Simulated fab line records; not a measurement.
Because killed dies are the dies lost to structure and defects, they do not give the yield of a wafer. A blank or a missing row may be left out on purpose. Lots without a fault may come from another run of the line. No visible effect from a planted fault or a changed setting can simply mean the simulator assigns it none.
The tool behind it: which one? :: flow n5-finfet :: 12 lots with 36 wafers sampled at 2 steps, on a route of 1938 steps

## WHAT THE GAUGES SHOWED, per wafer
N5_BEOL_M5_OVL_MEAS_12.
lot: L075
measured: day 8 11:41
on: overlay-01
M5_OVL (nm): -0.5 -0.5 0.4

lot: L077
measured: day 8 16:36
on: overlay-02
M5_OVL (nm): -0.2 0.0 -0.2

lot: L079
measured: day 9 06:46
on: overlay-01
M5_OVL (nm): -0.4 -0.2 -0.2

lot: L082
measured: day 9 17:06
on: overlay-01
M5_OVL (nm): 0.2 -0.9 0.0

lot: L083
measured: day 10 00:53
on: overlay-02
M5_OVL (nm): 1.0 1.0 -0.1

lot: L085
measured: day 10 14:44
on: overlay-01
M5_OVL (nm): 0.8 0.7 1.0

lot: L086
measured: day 11 08:47
on: overlay-01
M5_OVL (nm): 0.7 0.0 1.7

lot: L088
measured: day 11 18:14
on: overlay-02
M5_OVL (nm): 0.1 0.1 0.4

lot: L091
measured: day 12 07:48
on: overlay-02
M5_OVL (nm): 0.1 0.1 -0.1

lot: L094
measured: day 12 17:41
on: overlay-02
M5_OVL (nm): -1.1 -0.4 -1.0

lot: L095
measured: day 13 00:17
on: overlay-01
M5_OVL (nm): 0.5 0.1 -0.3

lot: L097
measured: day 14 00:56
on: overlay-01
M5_OVL (nm): 0.1 0.8 0.2

## WHICH TOOL RAN EACH LOT (tool, then ch and the chambers of the sampled wafers, then the start)
lot: L075
N5_BEOL_M4_ANNEAL_95: pvd-sputter-01, day 8 06:53

lot: L077
N5_BEOL_M4_ANNEAL_95: pvd-sputter-01, day 8 12:47

lot: L079
N5_BEOL_M4_ANNEAL_95: pvd-sputter-02, day 9 03:17

lot: L082
N5_BEOL_M4_ANNEAL_95: pvd-sputter-03, day 9 13:04

lot: L083
N5_BEOL_M4_ANNEAL_95: pvd-sputter-02, day 9 18:58

lot: L085
N5_BEOL_M4_ANNEAL_95: pvd-sputter-01, day 10 10:55

lot: L086
N5_BEOL_M4_ANNEAL_95: pvd-sputter-02, day 11 04:58

lot: L088
N5_BEOL_M4_ANNEAL_95: pvd-sputter-02, day 11 13:55

lot: L091
N5_BEOL_M4_ANNEAL_95: pvd-sputter-03, day 12 03:08

lot: L094
N5_BEOL_M4_ANNEAL_95: pvd-sputter-01, day 12 13:10

lot: L095
N5_BEOL_M4_ANNEAL_95: pvd-sputter-03, day 12 19:08

lot: L097
N5_BEOL_M4_ANNEAL_95: pvd-sputter-03, day 13 20:54
- N5_BEOL_M4_ANNEAL_95: time 240 s.

## THE ANSWER, worked out from the rows above alone
Rule: what is usual is taken from the lots themselves. Put in order of their means at a reading, lots are off if they are a third of the lots or fewer, leave a main group of 4 or more, and stand apart from it by a gap of 3 or more times the standard deviation of the main group's means; of several such gaps the widest counts. Not used: any main group whose means are identical at the precision the tables above print for the reading. Also off: a lot with no number at a reading for which 4 or more lots have one. The other lots that the step has rows for count as sound.
No lot is off on any of the readings shown, so nothing can be concluded from this.

## WHAT THE SIMULATOR PUT IN
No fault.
